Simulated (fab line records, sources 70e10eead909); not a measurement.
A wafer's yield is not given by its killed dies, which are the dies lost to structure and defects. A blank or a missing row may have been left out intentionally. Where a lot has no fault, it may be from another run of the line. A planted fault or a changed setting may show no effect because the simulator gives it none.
Chamber matching ; flow nandHarc ; NHARC_A_STAIRCASE_ALD_415 on aldHk-01: 4 sister chambers
The step deposits SiO2, target thk 30 nm, pulse time 6 s, ald cycles 300. 8 wafers are shown with their chamber, then 8 later ones without.

## EACH WAFER AND ITS CHAMBER
wafer;chamber;heaterPowerOuterW (W);heaterPowerW (W)
L610.3;0;215;408
L610.6;1;225;430
L609.5;2;288;522
L609.6;3;353;609
L614.1;0;217;419
L614.3;3;354;600
L614.6;1;228;448
L616.1;2;283;513

## WAFERS WHOSE CHAMBER IS MISSING
wafer;heaterPowerOuterW (W);heaterPowerW (W)
L616.2;350;598
L616.4;230;441
L617.1;360;592
L617.3;230;444
L617.4;213;416
L619.1;219;450
L619.2;221;409
L619.3;285;523

## THE CHAMBER EACH PASSED THROUGH
wafer;from the rows above;in truth
L616.2;3;3
L616.4;1;1
L617.1;3;3
L617.3;1;1
L617.4;0;0
L619.1;can't be placed: 1 or 0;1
L619.2;can't be placed: 0 or 1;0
L619.3;2;2
Correct placement for 6 of the 8. Can't be placed from these rows: 2 (the true chamber is among the candidates in 2). 0 placed wrongly.
How it was worked out, from the rows above alone: a wafer's distance from a chamber is the root of the sum, over the readings, of the square of ((its reading less the chamber's mean) divided by the reading's scatter). The wafer belongs to the nearest chamber; if the next one is less than 2 further off, it can't be placed. For every chamber, the mean is computed from those of its wafers that are shown. The scatter is the square root of a quotient: the sum, over the shown wafers, of each reading's squared deviation from its chamber's mean, divided by wafers minus chambers.
